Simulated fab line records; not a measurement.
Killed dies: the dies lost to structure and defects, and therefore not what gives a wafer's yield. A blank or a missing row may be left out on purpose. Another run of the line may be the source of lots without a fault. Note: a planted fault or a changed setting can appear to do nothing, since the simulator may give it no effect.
fab line records :: flow nand_harc
[record]
  lots = 6
  wafers = 18
  last_day = 32
route steps=1302 shown A_DECK1_JOINT@530
lots untouched by any fault: they come from a run of this same line in which no faults occurred
start_h: hours from the record's first day to the start of the lot's first wafer shown :: wait_h: hours elapsed since this lot's preceding step :: " same as the row above :: L1.1+2: a row that stands for several wafers :: - no value, or no start was given :: * or withheld: withheld :: < > ~ a bound
route shown NAME@n: names a module that has steps shown in the file, with the first one's number in the route :: usual: average and standard deviation across the fault-free wafers :: same: alike in all rows :: chamber/n: place in a boat :: sites: each site's reading :: _std_site: how widely they spread, as a standard deviation :: _edge_site: inner sites' mean taken away from outer sites' mean :: radius_mm: for every site, how far away it sits from the centre of the wafer :: mask NAME#n: copy n :: behind: tool/chamber where the wafer was last shaped :: hold: reason for holding the lot/hours on hold/outcome of the hold :: device: which transistor (n, p or np) failed to switch :: end of line: at the end of the route, the tests of the same wafers :: where a step has no rows: the recipe by itself :: killed: dies lost to structure and defects at the first sort, not the wafer's yield :: map: a wafer's dies, marking killed ones x, the rest . and places with no die _
set.NAME: the run value of the setting; set.NAME@STEP: its run value at that earlier step :: model.NAME: the simulator's own value behind a step, which no gauge read
a table for each step, a row for each wafer; lots at some steps of the route
services: when a tool's chamber went out of use (start_h, in hours from the record's first day, below 0 if earlier), for how many hours, and the reason
[[steps]]
[step NHARC_A_DECK1_JOINT_ETCHBACK_00]
[recipe]
  target_depth_a = 300
  time_s = 17.4
  hbr_flow_sccm = 150
  rf_w = 350
  icp_w = 350
  bias_w = 60
  chemistry = HBr
[usual]
  drypump_motor_current_A = 5.8/0.47
  oes_product_au = 1.001/0.015
  throttle_valve_pct = 23.266/0.0089
lot.wafer: L329.1
tool: rie_si-06
chamber: 2
start_h: 283.78
wait_h: 0.1
drypump_motor_current_A: 5.4
oes_product_au: 1.000
rf_hours_counter_h: 0.10
throttle_valve_pct: 23.273

lot.wafer: L329.6
tool: rie_si-06
chamber: 3
start_h: 283.78
wait_h: 0.1
drypump_motor_current_A: 5.3
oes_product_au: 1.007
rf_hours_counter_h: -
throttle_valve_pct: 23.269

lot.wafer: L329.5
tool: rie_si-06
chamber: 0
start_h: 283.78
wait_h: 0.1
drypump_motor_current_A: 5.9
oes_product_au: 0.990
rf_hours_counter_h: -
throttle_valve_pct: 23.281

lot.wafer: L331.2
tool: rie_si-06
chamber: 1
start_h: 296.37
wait_h: 0.1
drypump_motor_current_A: 6.5
oes_product_au: 1.016
rf_hours_counter_h: 0.16
throttle_valve_pct: 23.264

lot.wafer: L331.4
tool: rie_si-06
chamber: 0
start_h: 296.37
wait_h: 0.1
drypump_motor_current_A: 5.9
oes_product_au: 0.996
rf_hours_counter_h: 0.18
throttle_valve_pct: 23.283

lot.wafer: L331.5
tool: rie_si-06
chamber: 2
start_h: 296.37
wait_h: 0.1
drypump_motor_current_A: 5.4
oes_product_au: 0.993
rf_hours_counter_h: -
throttle_valve_pct: 23.258

lot.wafer: L336.2
tool: rie_si-06
chamber: 1
start_h: 338.62
wait_h: 0.1
drypump_motor_current_A: 6.5
oes_product_au: 1.017
rf_hours_counter_h: 0.43
throttle_valve_pct: 23.260

lot.wafer: L336.5
tool: rie_si-06
chamber: 3
start_h: 338.62
wait_h: 0.1
drypump_motor_current_A: 5.3
oes_product_au: 0.992
rf_hours_counter_h: -
throttle_valve_pct: 23.275

lot.wafer: L336.6
tool: rie_si-06
chamber: 0
start_h: 338.62
wait_h: 0.1
drypump_motor_current_A: 5.9
oes_product_au: 1.004
rf_hours_counter_h: -
throttle_valve_pct: 23.255

lot.wafer: L337.4
tool: rie_si-01
chamber: 0
start_h: 356.25
wait_h: 0.1
drypump_motor_current_A: 6.6
oes_product_au: 0.995
rf_hours_counter_h: 0.88
throttle_valve_pct: 23.256

lot.wafer: L337.1
tool: rie_si-01
chamber: 2
start_h: 356.25
wait_h: 0.1
drypump_motor_current_A: 5.6
oes_product_au: 0.997
rf_hours_counter_h: 1.08
throttle_valve_pct: 23.271

lot.wafer: L337.2
tool: rie_si-01
chamber: 3
start_h: 356.25
wait_h: 0.1
drypump_motor_current_A: 5.4
oes_product_au: 0.965
rf_hours_counter_h: 1.07
throttle_valve_pct: 23.269

lot.wafer: L341.3
tool: rie_si-01
chamber: 2
start_h: 398.27
wait_h: 0.1
drypump_motor_current_A: 5.6
oes_product_au: 0.997
rf_hours_counter_h: 0.06
throttle_valve_pct: 23.269

lot.wafer: L341.1
tool: rie_si-01
chamber: 0
start_h: 398.27
wait_h: 0.1
drypump_motor_current_A: 6.6
oes_product_au: 0.992
rf_hours_counter_h: 0.13
throttle_valve_pct: 23.261

lot.wafer: L341.2
tool: rie_si-01
chamber: 1
start_h: 398.27
wait_h: 0.1
drypump_motor_current_A: 5.9
oes_product_au: 0.988
rf_hours_counter_h: 0.10
throttle_valve_pct: 23.264

lot.wafer: L349.2
tool: rie_si-03
chamber: 3
start_h: 472.52
wait_h: 0.1
drypump_motor_current_A: 5.4
oes_product_au: 0.992
rf_hours_counter_h: 0.44
throttle_valve_pct: 23.252

lot.wafer: L349.5
tool: rie_si-03
chamber: 0
start_h: 472.52
wait_h: 0.1
drypump_motor_current_A: 6.0
oes_product_au: 1.022
rf_hours_counter_h: -
throttle_valve_pct: 23.252

lot.wafer: L349.6
tool: rie_si-03
chamber: 1
start_h: 472.52
wait_h: 0.1
drypump_motor_current_A: 5.1
oes_product_au: 1.032
rf_hours_counter_h: -
throttle_valve_pct: 23.256
[step NHARC_A_DECK1_JOINT_PRECLEAN_30]
[recipe]
  time_s = *
  temp_c = 50
  bath_age_min = 0
  chemistry = SC1
[step NHARC_A_DECK1_JOINT_SRD_31]
[step NHARC_A_DECK1_JOINT_CVD_34]
[recipe]
  target_thk_a = 200
  temp_c = 700
  pressure_mtorr = 300
  material = SiNx
[step NHARC_A_DECK1_JOINT_DEP_06]
[recipe]
  target_thk_a = 800
  temp_c = 65
  material = SiOx
[step NHARC_A_DECK1_JOINT_CURE_26]
[recipe]
  temp_c = 150
  time_s = 32
  pressure_atm = 0.395
[step NHARC_A_DECK1_JOINT_ANNEAL_27]
[recipe]
  temp_c = 400
  time_s = 3600
  idle_temp_c = 300
  ramp_up_c_per_min = 10
  densification_p_h2o_torr = 640
[step NHARC_A_DECK1_JOINT_ANNEAL_28]
[recipe]
  temp_c = 500
  time_s = 1800
  idle_temp_c = 400
  ramp_up_c_per_min = 10
  densification_p_h2o_torr = 640
[step NHARC_A_DECK1_JOINT_ANNEAL_29]
[recipe]
  temp_c = 750
  time_s = 1800
  idle_temp_c = 500
  ramp_up_c_per_min = 10
  ramp_down_c_per_min = 3
[step NHARC_A_DECK1_JOINT_CMP_02]
[recipe]
  material = SiOx
[usual]
  motor_current_A = 12.5/1.1
lot.wafer: L329.1
tool: cmp-04
chamber: 2
start_h: 305.97
wait_h: 0.4
motor_current_A: 12.0

lot.wafer: L329.5
tool: cmp-04
chamber: 2
start_h: 305.97
wait_h: 0.4
motor_current_A: 11.5

lot.wafer: L329.6
tool: cmp-04
chamber: 3
start_h: 305.97
wait_h: 0.4
motor_current_A: 10.9

lot.wafer: L331.4
tool: cmp-02
chamber: 3
start_h: 317.23
wait_h: 0.4
motor_current_A: 12.5

lot.wafer: L331.2
tool: cmp-02
chamber: 0
start_h: 317.23
wait_h: 0.4
motor_current_A: 13.0

lot.wafer: L331.5
tool: cmp-02
chamber: 2
start_h: 317.23
wait_h: 0.4
motor_current_A: 13.6

lot.wafer: L336.2
tool: cmp-04
chamber: 0
start_h: 360.63
wait_h: 0.4
motor_current_A: 11.6

lot.wafer: L336.5
tool: cmp-04
chamber: 3
start_h: 360.63
wait_h: 0.4
motor_current_A: 10.8

lot.wafer: L336.6
tool: cmp-04
chamber: 0
start_h: 360.63
wait_h: 0.4
motor_current_A: 11.3

lot.wafer: L337.4
tool: cmp-04
chamber: 3
start_h: 380.35
wait_h: 0.4
motor_current_A: 10.8

lot.wafer: L337.2
tool: cmp-04
chamber: 0
start_h: 380.35
wait_h: 0.4
motor_current_A: 11.3

lot.wafer: L337.1
tool: cmp-04
chamber: 1
start_h: 380.35
wait_h: 0.4
motor_current_A: 12.5

lot.wafer: L341.1
tool: cmp-04
chamber: 1
start_h: 430.61
wait_h: 0.4
motor_current_A: 13.2

lot.wafer: L341.3
tool: cmp-04
chamber: 2
start_h: 430.61
wait_h: 0.4
motor_current_A: 11.8

lot.wafer: L341.2
tool: cmp-04
chamber: 3
start_h: 430.61
wait_h: 0.4
motor_current_A: 11.1

lot.wafer: L349.2
tool: cmp-02
chamber: 0
start_h: 501.12
wait_h: 0.4
motor_current_A: 13.1

lot.wafer: L349.6
tool: cmp-02
chamber: 0
start_h: 501.12
wait_h: 0.4
motor_current_A: 12.8

lot.wafer: L349.5
tool: cmp-02
chamber: 1
start_h: 501.12
wait_h: 0.4
motor_current_A: 10.7
[step NHARC_A_DECK1_JOINT_SRD_15]
[step NHARC_A_DECK1_JOINT_DEP_16]
[recipe]
  target_thk_a = 450
  temp_c = 400
  pressure_torr = 6.5
  rf_w = 900
  teos_flow_sccm = 161.4
  flow_sccm = 2650
  target_thk_nm = 45
  gas = O2
  material = SiO2
[usual]
  heater_power_w = 571/89
  mfc_precursor_sccm = 161.4/0.53
  throttle_valve_pct = 15.6/0.51
lot.wafer: L329.1
tool: pecvd-02
chamber: 1
start_h: 306.38
wait_h: 0.1
heater_power_w: 682
mfc_precursor_sccm: 161.2
throttle_valve_pct: 15.4

lot.wafer: L329.6
tool: pecvd-02
chamber: 1
start_h: 306.38
wait_h: 0.1
heater_power_w: 679
mfc_precursor_sccm: 160.5
throttle_valve_pct: 15.9

lot.wafer: L329.5
tool: pecvd-02
chamber: 2
start_h: 306.38
wait_h: 0.1
heater_power_w: 490
mfc_precursor_sccm: 160.6
throttle_valve_pct: 15.6

lot.wafer: L331.2
tool: pecvd-04
chamber: 0
start_h: 317.59
wait_h: 0.1
heater_power_w: 537
mfc_precursor_sccm: 160.6
throttle_valve_pct: 16.4

lot.wafer: L331.4
tool: pecvd-04
chamber: 2
start_h: 317.59
wait_h: 0.1
heater_power_w: 714
mfc_precursor_sccm: 162.0
throttle_valve_pct: 15.1

lot.wafer: L331.5
tool: pecvd-04
chamber: 1
start_h: 317.59
wait_h: 0.1
heater_power_w: 634
mfc_precursor_sccm: 161.6
throttle_valve_pct: 16.3

lot.wafer: L336.2
tool: pecvd-02
chamber: 1
start_h: 360.99
wait_h: 0.1
heater_power_w: 634
mfc_precursor_sccm: 118.9
throttle_valve_pct: 15.4

lot.wafer: L336.5
tool: pecvd-02
chamber: 1
start_h: 360.99
wait_h: 0.1
heater_power_w: 635
mfc_precursor_sccm: 118.2
throttle_valve_pct: 15.6

lot.wafer: L336.6
tool: pecvd-02
chamber: 2
start_h: 360.99
wait_h: 0.1
heater_power_w: 484
mfc_precursor_sccm: 161.5
throttle_valve_pct: 15.5

lot.wafer: L337.1
tool: pecvd-02
chamber: 2
start_h: 380.74
wait_h: 0.1
heater_power_w: 439
mfc_precursor_sccm: 160.8
throttle_valve_pct: 15.7

lot.wafer: L337.2
tool: pecvd-02
chamber: 1
start_h: 380.74
wait_h: 0.1
heater_power_w: 693
mfc_precursor_sccm: 118.8
throttle_valve_pct: 15.5

lot.wafer: L337.4
tool: pecvd-02
chamber: 2
start_h: 380.74
wait_h: 0.1
heater_power_w: 452
mfc_precursor_sccm: 161.5
throttle_valve_pct: 15.7

lot.wafer: L341.2
tool: pecvd-04
chamber: 2
start_h: 430.98
wait_h: 0.1
heater_power_w: 715
mfc_precursor_sccm: 162.1
throttle_valve_pct: 15.6

lot.wafer: L341.3
tool: pecvd-04
chamber: 0
start_h: 430.98
wait_h: 0.1
heater_power_w: 490
mfc_precursor_sccm: 161.5
throttle_valve_pct: 17.0

lot.wafer: L341.1
tool: pecvd-04
chamber: 1
start_h: 430.98
wait_h: 0.1
heater_power_w: 493
mfc_precursor_sccm: 161.6
throttle_valve_pct: 16.2

lot.wafer: L349.2
tool: pecvd-02
chamber: 2
start_h: 501.57
wait_h: 0.1
heater_power_w: 475
mfc_precursor_sccm: 162.2
throttle_valve_pct: 15.9

lot.wafer: L349.6
tool: pecvd-02
chamber: 1
start_h: 501.57
wait_h: 0.1
heater_power_w: 639
mfc_precursor_sccm: 161.3
throttle_valve_pct: 14.8

lot.wafer: L349.5
tool: pecvd-02
chamber: 2
start_h: 501.57
wait_h: 0.1
heater_power_w: 476
mfc_precursor_sccm: 162.3
throttle_valve_pct: 15.6
[step NHARC_A_DECK1_JOINT_THK_MEAS_17]
[recipe]
  thk_meas_gauge = ellipsometry
[usual]
  thk_nm = 44.8/1.3
lot.wafer: L329.1
tool: film_metro-02
chamber: -
start_h: 306.64
wait_h: 0.2
thk_nm: 45.9

lot.wafer: L329.5
tool: film_metro-02
chamber: -
start_h: 306.64
wait_h: 0.2
thk_nm: 46.6

lot.wafer: L329.6
tool: film_metro-02
chamber: -
start_h: 306.64
wait_h: 0.2
thk_nm: 45.9

lot.wafer: L331.2
tool: film_metro-02
chamber: -
start_h: 317.84
wait_h: 0.2
thk_nm: 44.6

lot.wafer: L331.4
tool: film_metro-02
chamber: -
start_h: 317.84
wait_h: 0.2
thk_nm: 46.9

lot.wafer: L331.5
tool: film_metro-02
chamber: -
start_h: 317.84
wait_h: 0.2
thk_nm: 45.7

lot.wafer: L336.2
tool: film_metro-01
chamber: -
start_h: 361.27
wait_h: 0.2
thk_nm: 31.2

lot.wafer: L336.5
tool: film_metro-01
chamber: -
start_h: 361.27
wait_h: 0.2
thk_nm: 34.2

lot.wafer: L336.6
tool: film_metro-01
chamber: -
start_h: 361.27
wait_h: 0.2
thk_nm: 44.4

lot.wafer: L337.1
tool: film_metro-01
chamber: -
start_h: 381.02
wait_h: 0.2
thk_nm: 45.0

lot.wafer: L337.2
tool: film_metro-01
chamber: -
start_h: 381.02
wait_h: 0.2
thk_nm: 34.6

lot.wafer: L337.4
tool: film_metro-01
chamber: -
start_h: 381.02
wait_h: 0.2
thk_nm: 45.1

lot.wafer: L341.1
tool: film_metro-02
chamber: -
start_h: 431.26
wait_h: 0.2
thk_nm: 43.6

lot.wafer: L341.2
tool: film_metro-02
chamber: -
start_h: 431.26
wait_h: 0.2
thk_nm: 46.1

lot.wafer: L341.3
tool: film_metro-02
chamber: -
start_h: 431.26
wait_h: 0.2
thk_nm: 45.3

lot.wafer: L349.2
tool: film_metro-02
chamber: -
start_h: 501.79
wait_h: 0.2
thk_nm: 44.4

lot.wafer: L349.5
tool: film_metro-02
chamber: -
start_h: 501.79
wait_h: 0.2
thk_nm: 47.9

lot.wafer: L349.6
tool: film_metro-02
chamber: -
start_h: 501.79
wait_h: 0.2
thk_nm: 45.8
[step NHARC_A_DECK1_JOINT_INSPECT_05]
[usual]
  raw_defect_count = 349/130
lot.wafer: L329.1
tool: defect_inspect-02
chamber: -
start_h: 306.67
wait_h: 0.0
raw_defect_count: 619

lot.wafer: L329.5
tool: defect_inspect-02
chamber: -
start_h: 306.67
wait_h: 0.0
raw_defect_count: 534

lot.wafer: L329.6
tool: defect_inspect-02
chamber: -
start_h: 306.67
wait_h: 0.0
raw_defect_count: 599

lot.wafer: L331.2
tool: defect_inspect-02
chamber: -
start_h: 317.88
wait_h: 0.0
raw_defect_count: 201

lot.wafer: L331.4
tool: defect_inspect-02
chamber: -
start_h: 317.88
wait_h: 0.0
raw_defect_count: 253

lot.wafer: L331.5
tool: defect_inspect-02
chamber: -
start_h: 317.88
wait_h: 0.0
raw_defect_count: 372

lot.wafer: L336.2
tool: defect_inspect-02
chamber: -
start_h: 361.31
wait_h: 0.0
raw_defect_count: 503

lot.wafer: L336.5
tool: defect_inspect-02
chamber: -
start_h: 361.31
wait_h: 0.0
raw_defect_count: 158

lot.wafer: L336.6
tool: defect_inspect-02
chamber: -
start_h: 361.31
wait_h: 0.0
raw_defect_count: 164

lot.wafer: L337.1
tool: defect_inspect-02
chamber: -
start_h: 381.05
wait_h: 0.0
raw_defect_count: 471

lot.wafer: L337.2
tool: defect_inspect-02
chamber: -
start_h: 381.05
wait_h: 0.0
raw_defect_count: 597

lot.wafer: L337.4
tool: defect_inspect-02
chamber: -
start_h: 381.05
wait_h: 0.0
raw_defect_count: 227

lot.wafer: L341.1
tool: defect_inspect-02
chamber: -
start_h: 431.29
wait_h: 0.0
raw_defect_count: 244

lot.wafer: L341.2
tool: defect_inspect-02
chamber: -
start_h: 431.29
wait_h: 0.0
raw_defect_count: 244

lot.wafer: L341.3
tool: defect_inspect-02
chamber: -
start_h: 431.29
wait_h: 0.0
raw_defect_count: 266

lot.wafer: L349.2
tool: defect_inspect-01
chamber: -
start_h: 501.83
wait_h: 0.0
raw_defect_count: 178

lot.wafer: L349.5
tool: defect_inspect-01
chamber: -
start_h: 501.83
wait_h: 0.0
raw_defect_count: 259

lot.wafer: L349.6
tool: defect_inspect-01
chamber: -
start_h: 501.83
wait_h: 0.0
raw_defect_count: 172
[[services]]
tool: rie_si-01
chamber: 0
start_h: 260.24
hours: 7.5
kind: repair

tool: rie_si-01
chamber: -
start_h: 266.44
hours: 0.1
kind: repair

tool: pecvd-04
chamber: -
start_h: 269.12
hours: 13.0
kind: pm

tool: cmp-04
chamber: -
start_h: 272.24
hours: 0.2
kind: repair

tool: cmp-04
chamber: -
start_h: 273.79
hours: 0.8
kind: repair

tool: cmp-04
chamber: -
start_h: 299.91
hours: 2.3
kind: repair

tool: cmp-04
chamber: -
start_h: 307.05
hours: 4.0
kind: pm

tool: cmp-04
chamber: -
start_h: 318.60
hours: 2.3
kind: repair

tool: cmp-04
chamber: -
start_h: 325.62
hours: 3.8
kind: repair

tool: cmp-02
chamber: -
start_h: 330.53
hours: 4.0
kind: pm

tool: cmp-04
chamber: -
start_h: 333.20
hours: 0.5
kind: repair

tool: cmp-02
chamber: -
start_h: 358.43
hours: 0.3
kind: repair

tool: rie_si-01
chamber: -
start_h: 370.00
hours: 9.0
kind: pm

tool: pecvd-02
chamber: 1
start_h: 373.11
hours: 2.2
kind: repair

tool: rie_si-06
chamber: 0
start_h: 373.97
hours: 2.6
kind: repair

tool: cmp-04
chamber: -
start_h: 405.05
hours: 4.0
kind: pm

tool: pecvd-02
chamber: -
start_h: 408.16
hours: 13.0
kind: pm

tool: rie_si-06
chamber: -
start_h: 426.00
hours: 9.0
kind: pm

tool: cmp-02
chamber: -
start_h: 428.53
hours: 4.0
kind: pm

tool: rie_si-01
chamber: -
start_h: 433.21
hours: 0.1
kind: repair

tool: rie_si-06
chamber: 2
start_h: 443.90
hours: 11.3
kind: repair

tool: cmp-04
chamber: -
start_h: 450.65
hours: 1.3
kind: repair

tool: cmp-04
chamber: -
start_h: 478.76
hours: 1.7
kind: repair

tool: rie_si-06
chamber: 0
start_h: 490.53
hours: 4.1
kind: repair
[[key]]
[first_sign]
  step = NHARC_A_DECK1_JOINT_DEP_16
  reading = mfc_precursor_sccm
  direction = down
  sigmas = 81
  usual = 161.4
  struck = 118.6
[effect]
  step = NHARC_A_DECK1_JOINT_THK_MEAS_17
  reading = thk_nm
  direction = down
  sigmas = 9.1
  usual = 44.8
  struck = 33.3
met_at NHARC_A_DECK1_JOINT_DEP_16
struck_wafers L336.2,L336.5,L337.2
tester_left_out L336,L337
onset_between 306.38 360.99
[fault]
  kind = process_parameter_drift
  tool = pecvd-02
  chamber = 1
  onset_h = 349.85
  steps = NHARC_A_DECK1_JOINT_DEP_16
  channel = teos_flow_sccm
  offset = *
  shape = step
  end_h = 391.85
  acts_in = *
  stated = *
// tester_left_out: of these lots the tester's yield and bins aren't shown, on N5 and GAA mostly nor the transistor test; their killed dies are dies lost to structure and defects alone, not to doping, threshold or leakage, so they don't give the yield
